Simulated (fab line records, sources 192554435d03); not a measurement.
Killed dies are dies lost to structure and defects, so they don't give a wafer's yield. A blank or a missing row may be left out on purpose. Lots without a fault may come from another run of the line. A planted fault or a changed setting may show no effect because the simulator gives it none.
Chamber matching | flow n5_finfet | N5_BEOL_M6_DESCUM_33 on rie_diel-06: 4 sister chambers
The step chemistry O2, time 7 s. 18 wafers are shown with their chamber, then 9 later ones without.

WAFERS WITH THEIR CHAMBER
wafer  | chamber | drypump_motor_current_A (A) | showerhead_plenum_p_Torr (Torr) | throttle_valve_pct (%)
L077.1 | 0       | 4.9                         | 2.06                            | 20.60
L077.3 | 2       | 6.6                         | 2.15                            | 20.65
L077.5 | 0       | 4.9                         | 2.06                            | 20.58
L085.2 | 0       | 4.9                         | 2.05                            | 20.61
L085.3 | 2       | 6.6                         | 2.15                            | 20.35
L085.4 | 3       | 5.8                         | 2.09                            | 20.72
L090.1 | 2       | 6.6                         | 2.15                            | 20.33
L090.5 | 1       | 5.1                         | 2.08                            | 20.33
L090.6 | 2       | 6.6                         | 2.15                            | 20.34
L092.1 | 1       | 5.1                         | 2.07                            | 20.31
L092.2 | 2       | 6.6                         | 2.15                            | 20.35
L092.4 | 0       | 4.9                         | 2.05                            | 20.64
L094.1 | 2       | 6.6                         | 2.14                            | 20.35
L094.2 | 1       | 5.2                         | 2.07                            | 20.34
L094.3 | 0       | 4.9                         | 2.05                            | 20.63
L094.4 | 3       | 5.8                         | 2.08                            | 20.76
L094.5 | 2       | 6.6                         | 2.14                            | 20.35
L094.6 | 1       | 5.2                         | 2.07                            | 20.34

SIGNATURES (means of the wafers above)
reading                  | chamber 0 | chamber 1 | chamber 2 | chamber 3 | scatter within a chamber
drypump_motor_current_A  | 4.900     | 5.150     | 6.600     | 5.800     | 0.0267
showerhead_plenum_p_Torr | 2.0540    | 2.0725    | 2.1471    | 2.0850    | 0.00526
throttle_valve_pct       | 20.6120   | 20.3300   | 20.3886   | 20.7400   | 0.0774
Rule: a wafer's distance from a chamber is the root of the sum, over the readings, of the square of ((its reading less the chamber's mean) divided by the reading's scatter). The wafer belongs to the nearest chamber; if the next one is less than 2 further off, it can't be placed. The scatter: the root of (the sum of the squares of (reading less its chamber's mean) over the shown wafers, divided by (wafers less chambers)).

WAFERS WITHOUT THEIR CHAMBER
wafer  | drypump_motor_current_A (A) | showerhead_plenum_p_Torr (Torr) | throttle_valve_pct (%)
L093.3 | 6.6                         | 2.14                            | 20.35
L093.5 | 5.2                         | 2.07                            | 20.33
L093.6 | 4.9                         | 2.05                            | 20.64
L096.4 | 5.8                         | 2.08                            | 20.77
L096.5 | 5.1                         | 2.07                            | 20.34
L096.6 | 6.6                         | 2.14                            | 20.35
L097.1 | 5.2                         | 2.07                            | 20.34
L097.2 | 4.9                         | 2.04                            | 20.66
L097.6 | 4.9                         | 2.04                            | 20.64

WHICH CHAMBER EACH WENT THROUGH
wafer  | from the rows above | in truth
L093.3 | 2                   | 2
L093.5 | 1                   | 1
L093.6 | 0                   | 0
L096.4 | 3                   | 3
L096.5 | 1                   | 1
L096.6 | 2                   | 2
L097.1 | 1                   | 1
L097.2 | 0                   | 0
L097.6 | 0                   | 0
Placed correctly: 9 of 9. Can't be placed from these rows: 0. Placed wrongly: 0.
